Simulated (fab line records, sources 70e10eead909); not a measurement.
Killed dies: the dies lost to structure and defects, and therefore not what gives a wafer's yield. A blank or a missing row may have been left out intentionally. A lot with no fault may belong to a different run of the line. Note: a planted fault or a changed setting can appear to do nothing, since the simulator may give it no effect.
Chamber matching || flow nand harc || 4 sister chambers for NHARC_A_STAIRCASE_CMP_450 on cmp-02
The step polishes SiO2, target thk 200 nm. 4 wafers are shown with their chamber, then 8 later ones without.

WAFERS, EACH WITH ITS CHAMBER
{"wafer": "L085.3", "chamber": 2, "motor current A (A)": 12.2}
{"wafer": "L087.2", "chamber": 3, "motor current A (A)": 12.3}
{"wafer": "L087.6", "chamber": 0, "motor current A (A)": 12.5}
{"wafer": "L090.1", "chamber": 1, "motor current A (A)": 12.4}

WAFERS WHOSE CHAMBER IS MISSING
{"wafer": "L090.2", "motor current A (A)": 11.7}
{"wafer": "L090.6", "motor current A (A)": 12.1}
{"wafer": "L094.1", "motor current A (A)": 12.8}
{"wafer": "L094.3", "motor current A (A)": 11.6}
{"wafer": "L094.4", "motor current A (A)": 12.9}
{"wafer": "L092.4", "motor current A (A)": 11.8}
{"wafer": "L092.5", "motor current A (A)": 11.9}
{"wafer": "L092.6", "motor current A (A)": 12.1}

WHICH CHAMBER EACH ONE RAN IN
{"wafer": "L090.2", "from the rows above": "can't be placed: 2 or 3 or 1 or 0", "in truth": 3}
{"wafer": "L090.6", "from the rows above": "can't be placed: 2 or 3 or 1 or 0", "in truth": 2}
{"wafer": "L094.1", "from the rows above": "can't be placed: 0 or 1 or 3 or 2", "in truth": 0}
{"wafer": "L094.3", "from the rows above": "can't be placed: 2 or 3 or 1 or 0", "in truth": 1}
{"wafer": "L094.4", "from the rows above": "can't be placed: 0 or 1 or 3 or 2", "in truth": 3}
{"wafer": "L092.4", "from the rows above": "can't be placed: 2 or 3 or 1 or 0", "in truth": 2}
{"wafer": "L092.5", "from the rows above": "can't be placed: 2 or 3 or 1 or 0", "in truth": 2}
{"wafer": "L092.6", "from the rows above": "can't be placed: 2 or 3 or 1 or 0", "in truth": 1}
Correctly placed: 0 of 8. Can't be placed from these rows: 8 (the true chamber is among the candidates in 8). Number placed wrongly: 0.
How it was worked out, from the rows above alone: a wafer's distance from a chamber is the root of the sum, over the readings, of the square of ((its reading less the chamber's mean) divided by the reading's scatter). If the next closest chamber is less than 2 further off than the closest, the wafer can't be placed; otherwise it belongs to the closest. The mean given for a chamber averages the wafers shown for that chamber. The scatter: root of mean squared gap, hidden wafer to nearest shown wafer, with one shown wafer a chamber.
